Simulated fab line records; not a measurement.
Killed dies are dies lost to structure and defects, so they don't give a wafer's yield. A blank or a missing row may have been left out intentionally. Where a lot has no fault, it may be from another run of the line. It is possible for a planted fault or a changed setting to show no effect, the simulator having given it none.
Split-lot study + flow n5-finfet + route with 1938 steps; 7 lots, 39 wafers read

ON THE SPLIT
At N5_DUMMY_GATE_ETCH_42 (etches SiO2 in CHF3/O2, target depth 3.5 nm, time 31 s), the setting bias-w was moved away from the recipe's 12 W on 15 of the 39 wafers read, by -18.2% to -9.0%. The other wafers ran this setting at the recipe's value.

The reading comes from the split's own step.

THE READING
rf-vpp-V, in V, at N5_DUMMY_GATE_ETCH_42 (etches SiO2 in CHF3/O2, target depth 3.5 nm, time 31 s). On this fab line, fault-free wafers typically give 42.6 V with a standard deviation of 1.1 V.

| wafer  | tool, chamber at the split | bias-w as run, W | against the recipe | rf-vpp-V, V | against lot-mates on the recipe |
|--------|----------------------------|------------------|--------------------|-------------|---------------------------------|
| L074.1 | rie-diel-01, 3             | 12               | recipe             | 41.8        | -                               |
| L074.2 | rie-diel-01, 1             | 12               | recipe             | 44.2        | -                               |
| L074.3 | rie-diel-01, 2             | 12               | recipe             | 43.2        | -                               |
| L076.1 | rie-diel-06, 3             | 12               | recipe             | 43.6        | -                               |
| L076.2 | rie-diel-06, 1             | 12               | recipe             | 41.7        | -                               |
| L076.3 | rie-diel-06, 2             | 9.815            | -18.2%             | 35.4        | -7.8                            |
| L076.4 | rie-diel-06, 0             | 9.815            | -18.2%             | 37.2        | -6.0                            |
| L076.5 | rie-diel-06, 0             | 12               | recipe             | 44.3        | -                               |
| L076.6 | rie-diel-06, 1             | 9.815            | -18.2%             | 37.2        | -6.0                            |
| L077.1 | rie-diel-01, 3             | 12               | recipe             | 42.3        | -                               |
| L077.2 | rie-diel-01, 0             | 12               | recipe             | 41.7        | -                               |
| L077.3 | rie-diel-01, 2             | 12               | recipe             | 44.1        | -                               |
| L077.4 | rie-diel-01, 1             | 10               | -16.7%             | 35.8        | -6.9                            |
| L077.5 | rie-diel-01, 2             | 10               | -16.7%             | 37.9        | -4.8                            |
| L077.6 | rie-diel-01, 1             | 10               | -16.7%             | 38.6        | -4.1                            |
| L087.1 | rie-diel-01, 2             | 10.92            | -9.0%              | 41.0        | -1.1                            |
| L087.2 | rie-diel-01, 1             | 10.92            | -9.0%              | 38.4        | -3.7                            |
| L087.3 | rie-diel-01, 0             | 12               | recipe             | 41.2        | -                               |
| L087.4 | rie-diel-01, 3             | 12               | recipe             | 42.0        | -                               |
| L087.5 | rie-diel-01, 0             | 10.92            | -9.0%              | 40.7        | -1.4                            |
| L087.6 | rie-diel-01, 3             | 12               | recipe             | 43.0        | -                               |
| L088.1 | rie-diel-06, 3             | 12               | recipe             | 41.8        | -                               |
| L088.2 | rie-diel-06, 0             | 12               | recipe             | 43.5        | -                               |
| L088.3 | rie-diel-06, 1             | 12               | recipe             | 41.8        | -                               |
| L088.4 | rie-diel-06, 0             | 12               | recipe             | 44.1        | -                               |
| L088.5 | rie-diel-06, 1             | 12               | recipe             | 42.8        | -                               |
| L088.6 | rie-diel-06, 3             | 12               | recipe             | 41.5        | -                               |
| L092.1 | rie-diel-06, 1             | 10.22            | -14.8%             | 38.8        | -4.0                            |
| L092.2 | rie-diel-06, 0             | 10.22            | -14.8%             | 39.9        | -2.9                            |
| L092.3 | rie-diel-06, 3             | 12               | recipe             | 41.8        | -                               |
| L092.4 | rie-diel-06, 2             | 12               | recipe             | 42.1        | -                               |
| L092.5 | rie-diel-06, 0             | 12               | recipe             | 44.4        | -                               |
| L092.6 | rie-diel-06, 3             | 10.22            | -14.8%             | 36.7        | -6.1                            |
| L096.1 | rie-diel-01, 1             | 12               | recipe             | 44.5        | -                               |
| L096.2 | rie-diel-01, 3             | 10.77            | -10.3%             | 38.7        | -4.6                            |
| L096.3 | rie-diel-01, 2             | 10.77            | -10.3%             | 40.5        | -2.8                            |
| L096.4 | rie-diel-01, 0             | 12               | recipe             | 41.4        | -                               |
| L096.5 | rie-diel-01, 2             | 12               | recipe             | 44.0        | -                               |
| L096.6 | rie-diel-01, 1             | 10.77            | -10.3%             | 40.3        | -3.0                            |

FIT RESULTS
A straight line over all 39 wafers: rf-vpp-V changes by +0.318 V for each +1% of bias-w; r = +0.90; the points scatter about the line by 1.1 V.
The same after taking each lot's own level away (the mean of its wafers on the recipe; 39 wafers): +0.324 V for each +1%; r = +0.90; scatter 1.1 V.
That fit puts the effect of the largest move of bias-w on the reading at 5.9 V.
Across the lots, their own levels run from 42.07 to 43.30 V, a range of 1.1 times the standard deviation given above.
So the lot-to-lot level changes the slope little: the two slopes agree.
Check: with one of the wafers moved furthest among these (-18.2%) left out of the fit, the line predicts -5.61 V for it against its lot-mates. It came out at -7.8 V against them.
Tool readings at the split's step, against how far the setting was moved: rf-vpp-V r = +0.90.

OTHER SPLITS ON THESE WAFERS
Other splits were also applied to these wafers ahead of the reading. Each is held against what the fit with the lots' levels taken away leaves over:
| other split on the same wafers  | wafers away from the commonest value | r with rf-vpp-V (lot level and that fit taken away) |
|---------------------------------|--------------------------------------|-----------------------------------------------------|
| N5_DUMMY_GATE_EXPOSE_12 dose-mj | 12                                   | +0.21                                               |
| N5_DUMMY_GATE_ETCH_37 source-w  | 15                                   | -0.23                                               |

THE FILE'S OWN FIT
rf-vpp-V changes by +0.321 V for each +1% of bias-w, r = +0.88.
